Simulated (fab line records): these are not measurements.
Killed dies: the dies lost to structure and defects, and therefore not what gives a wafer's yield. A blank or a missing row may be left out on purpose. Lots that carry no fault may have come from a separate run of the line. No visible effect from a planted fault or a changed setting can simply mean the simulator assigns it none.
Matching of chambers ; flow n5 finfet ; 4 sister chambers for N5_BEOL_M12_ETCH_68 on rie diel-05
The step etches SOC in N2/H2, time 285 s. 7 wafers are shown with their chamber, then 7 later ones without.

WAFERS, EACH WITH ITS CHAMBER
wafer;chamber;showerhead plenum p Torr (Torr);drypump motor current A (A)
L674.2;3;2.69;5.0
L674.4;0;2.47;5.6
L680.2;2;2.45;5.6
L680.4;3;2.69;5.0
L680.6;1;2.57;6.1
L693.3;0;2.45;5.5
L693.4;2;2.44;5.7

WAFERS WITH NO CHAMBER GIVEN
wafer;showerhead plenum p Torr (Torr);drypump motor current A (A)
L693.6;2.68;5.0
L694.1;2.56;6.1
L694.4;2.44;5.6
L694.5;2.56;6.1
L695.1;2.56;6.1
L695.3;2.45;5.5
L695.5;2.44;5.6

CHAMBER TAKEN BY EACH
wafer;from the rows above;in truth
L693.6;3;3
L694.1;1;1
L694.4;can't be placed: 2 or 0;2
L694.5;1;1
L695.1;1;1
L695.3;can't be placed: 0 or 2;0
L695.5;can't be placed: 2 or 0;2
Correctly placed: 4 of 7. Unplaceable from these rows: 3, with the true chamber sitting among the candidates in 3. 0 placed wrongly.
How it was worked out, from the rows above alone: a wafer's distance from a chamber is the root of the sum, over the readings, of the square of ((its reading less the chamber's mean) divided by the reading's scatter). If the next closest chamber is less than 2 further off than the closest, the wafer can't be placed; otherwise it belongs to the closest. The mean given for a chamber averages the wafers shown for that chamber. The scatter is the square root of a quotient: the sum, over the shown wafers, of each reading's squared deviation from its chamber's mean, divided by wafers minus chambers.
